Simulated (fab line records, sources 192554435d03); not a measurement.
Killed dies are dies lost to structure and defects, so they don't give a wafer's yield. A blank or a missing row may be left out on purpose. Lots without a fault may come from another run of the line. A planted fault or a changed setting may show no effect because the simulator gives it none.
Chamber matching | flow n5_finfet | N5_FIN_CUT_CUT_ETCH_28 on rie_si-05: 4 sister chambers
The step etches Si in HBr/Cl2/O2, target depth 6 nm, time 2.4 s. 7 wafers are shown with their chamber, then 6 later ones without.

WAFERS WITH THEIR CHAMBER
wafer  | chamber | throttle_valve_pct (%) | drypump_motor_current_A (A)
L219.1 | 3       | 37.8                   | 5.0
L220.3 | 3       | 37.8                   | 5.0
L228.2 | 2       | 36.9                   | 5.1
L228.6 | 0       | 36.9                   | 6.2
L229.1 | 1       | 37.5                   | 5.9
L229.2 | 2       | 37.0                   | 5.1
L229.4 | 0       | 36.9                   | 6.3

WAFERS WITHOUT THEIR CHAMBER
wafer  | throttle_valve_pct (%) | drypump_motor_current_A (A)
L237.2 | 37.5                   | 5.9
L237.4 | 36.9                   | 6.2
L237.5 | 36.9                   | 5.1
L238.2 | 36.9                   | 5.1
L238.3 | 36.9                   | 6.3
L238.4 | 36.9                   | 6.3

WHICH CHAMBER EACH WENT THROUGH
wafer  | from the rows above | in truth
L237.2 | 1                   | 1
L237.4 | 0                   | 0
L237.5 | 2                   | 2
L238.2 | 2                   | 2
L238.3 | 0                   | 0
L238.4 | 0                   | 0
Placed correctly: 6 of 6. Can't be placed from these rows: 0. Placed wrongly: 0.
How it was worked out, from the rows above alone: a wafer's distance from a chamber is the root of the sum, over the readings, of the square of ((its reading less the chamber's mean) divided by the reading's scatter). The wafer belongs to the nearest chamber; if the next one is less than 2 further off, it can't be placed. A chamber's mean is the mean of its shown wafers. The scatter: the root of (the sum of the squares of (reading less its chamber's mean) over the shown wafers, divided by (wafers less chambers)).
